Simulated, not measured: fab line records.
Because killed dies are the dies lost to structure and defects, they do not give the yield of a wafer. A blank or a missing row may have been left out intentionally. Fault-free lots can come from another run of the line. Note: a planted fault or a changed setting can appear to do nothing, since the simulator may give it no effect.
Matching of chambers -- flow n5_finfet -- N5_BEOL_M3_ETCH_64 on rie_diel-06 has 4 sister chambers
The step etches SOC in N2/H2, target depth 75 nm, overetch 15 nm, time 112.5 s. 7 wafers are shown with their chamber, then 9 later ones without.

EACH WAFER AND ITS CHAMBER
wafer,chamber,showerhead_plenum_p_Torr (Torr),drypump_motor_current_A (A)
L082.4,1,2.63,6.0
L084.2,3,2.39,4.9
L084.3,0,2.66,5.3
L084.6,3,2.39,4.9
L090.2,0,2.65,5.3
L090.4,2,2.57,5.0
L090.5,2,2.57,5.1

WAFERS WHOSE CHAMBER IS MISSING
wafer,showerhead_plenum_p_Torr (Torr),drypump_motor_current_A (A)
L093.1,2.38,4.9
L093.3,2.65,5.3
L093.4,2.56,5.1
L095.4,2.62,6.0
L095.5,2.65,5.4
L095.6,2.62,6.0
L097.1,2.62,6.0
L097.4,2.56,5.0
L097.5,2.70,4.9

THE CHAMBER EACH PASSED THROUGH
wafer,from the rows above,in truth
L093.1,3,3
L093.3,0,0
L093.4,2,2
L095.4,1,1
L095.5,0,0
L095.6,1,1
L097.1,1,1
L097.4,2,2
L097.5,0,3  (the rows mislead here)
Placed correctly: 8 of 9. Left unplaced by these rows: 0. Placed wrongly: 1.
How it was worked out, from the rows above alone: a wafer's distance from a chamber is the root of the sum, over the readings, of the square of ((its reading less the chamber's mean) divided by the reading's scatter). The wafer belongs to the nearest chamber; if the next one is less than 2 further off, it can't be placed. Each chamber's mean is taken over the wafers shown for it. The scatter: take each reading less its chamber's mean, square it, sum over the shown wafers, divide by the number of wafers less the number of chambers, and take the root.
